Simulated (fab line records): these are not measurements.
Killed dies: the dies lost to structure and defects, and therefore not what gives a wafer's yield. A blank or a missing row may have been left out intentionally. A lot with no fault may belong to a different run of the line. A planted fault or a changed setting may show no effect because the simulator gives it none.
The same fault as seen by 2 desks -- flow nand_harc -- only its own numbers are on each desk; what lay behind them is given at the end

## THE DEFECT DESK
What the inspections along the route counted, lot by lot: means of the sampled wafers that have a number. Any lot whose mean is over 4 standard deviations away from the usual mean is out of limits and marked OUT; that distance is given in the brackets.
Columns: A = raw_defect_count at NHARC_P_M0_INSPECT_27, usual 341
lot,first seen here,A
L627,day 6 05:30,398
L629,day 7 00:28,302
L628,day 7 00:58,564
L630,day 7 13:05,454
L632,day 8 10:31,297
L633,day 8 21:04,474
L634,day 9 01:50,261
L636,day 10 01:19,214
L644,day 13 01:53,194
L643,day 13 02:28,245
L645,day 13 16:01,352
L646,day 13 23:26,347
L647,day 14 22:37,223
Finding of this desk: none of the 13 lots has anything out of limits.

## FOR THE TOOL OWNER'S DESK: pvd_sputter-01
The tool's own readings at NHARC_P_M1_PVD_20 (deposits TaN, target thk 5 nm, time 8.06 s): means of the sampled wafers that have a number, for each lot that ran on this tool. Any lot whose mean is over 4 standard deviations away from the usual mean is out of limits and marked OUT; that distance is given in the brackets.
Columns: A = throttle_valve_pct at NHARC_P_M1_PVD_20, usual 29.7 %
lot,first seen here,A
L633,day 8 23:47,29.6
L634,day 9 04:32,29.3
L644,day 13 04:35,29.8
L645,day 13 18:47,29.8
Finding of this desk: none of the 4 lots has anything out of limits.

## PUT TOGETHER
Nothing the defect desk looked at was out of limits.
The desk of the tool owner found nothing out of limits.

## WHAT WAS PUT IN BY THE SIMULATOR
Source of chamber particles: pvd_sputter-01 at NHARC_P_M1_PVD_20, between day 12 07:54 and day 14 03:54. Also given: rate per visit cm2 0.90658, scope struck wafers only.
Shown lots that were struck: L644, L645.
